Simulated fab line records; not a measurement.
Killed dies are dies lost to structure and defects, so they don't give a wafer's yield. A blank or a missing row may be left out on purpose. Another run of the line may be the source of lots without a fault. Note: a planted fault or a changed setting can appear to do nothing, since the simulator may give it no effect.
Matching of chambers | flow nand harc | 3 sister chambers for NHARC_A_M1_DEP_00 on pecvd-04
The step deposits SiOC, target thk 182.5 nm. 16 wafers are shown with their chamber, then 8 later ones without.

## EACH WAFER AND ITS CHAMBER
wafer  | chamber | showerhead vpp V (V) | rf fwd power W (W)
L952.1 | 1       | 1462                 | 598.0
L952.5 | 2       | 1396                 | 597.3
L952.6 | 0       | 1520                 | 595.2
L951.2 | 0       | 1524                 | 599.2
L951.3 | 1       | 1470                 | 597.7
L951.5 | 2       | 1358                 | 601.3
L953.1 | 0       | 1549                 | 597.2
L953.5 | 0       | 1518                 | 598.5
L953.6 | 2       | 1387                 | 597.4
L954.2 | 1       | 1448                 | 599.4
L954.3 | 2       | 1384                 | 600.7
L954.5 | 2       | 1365                 | 598.7
L955.2 | 2       | 1372                 | 598.0
L955.3 | 0       | 1550                 | 600.2
L955.4 | 2       | 1378                 | 600.2
L969.2 | 0       | 1484                 | 599.4

SIGNATURES (means of the wafers above)
reading          | chamber 0 | chamber 1 | chamber 2 | scatter within a chamber
showerhead vpp V | 1524.17   | 1460.00   | 1377.14   | 18.1
rf fwd power W   | 598.283   | 598.367   | 599.086   | 1.62
Rule: a wafer lies at a distance from a chamber equal to the root of the sum of squares, over the readings, of (its reading less the chamber's mean, divided by the reading's scatter). The wafer belongs to the nearest chamber; if the next one is less than 2 further off, it can't be placed. The scatter: take each reading less its chamber's mean, square it, sum over the shown wafers, divide by the number of wafers less the number of chambers, and take the root.

## WAFERS WITHOUT THEIR CHAMBER
wafer  | showerhead vpp V (V) | rf fwd power W (W)
L969.5 | 1407                 | 596.3
L969.6 | 1454                 | 598.5
L967.1 | 1522                 | 594.5
L967.4 | 1448                 | 595.6
L967.6 | 1501                 | 598.4
L970.1 | 1378                 | 597.9
L970.3 | 1491                 | 598.0
L970.4 | 1374                 | 600.1

## WHICH CHAMBER EACH WENT THROUGH
wafer  | from the rows above     | in truth
L969.5 | can't be placed: 2 or 1 | 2
L969.6 | 1                       | 1
L967.1 | can't be placed: 0 or 1 | 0
L967.4 | 1                       | 1
L967.6 | can't be placed: 0 or 1 | 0
L970.1 | 2                       | 2
L970.3 | can't be placed: 1 or 0 | 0
L970.4 | 2                       | 2
4 of 8 placed correctly. Can't be placed from these rows: 4 (the true chamber is among the candidates in 4). 0 placed wrongly.
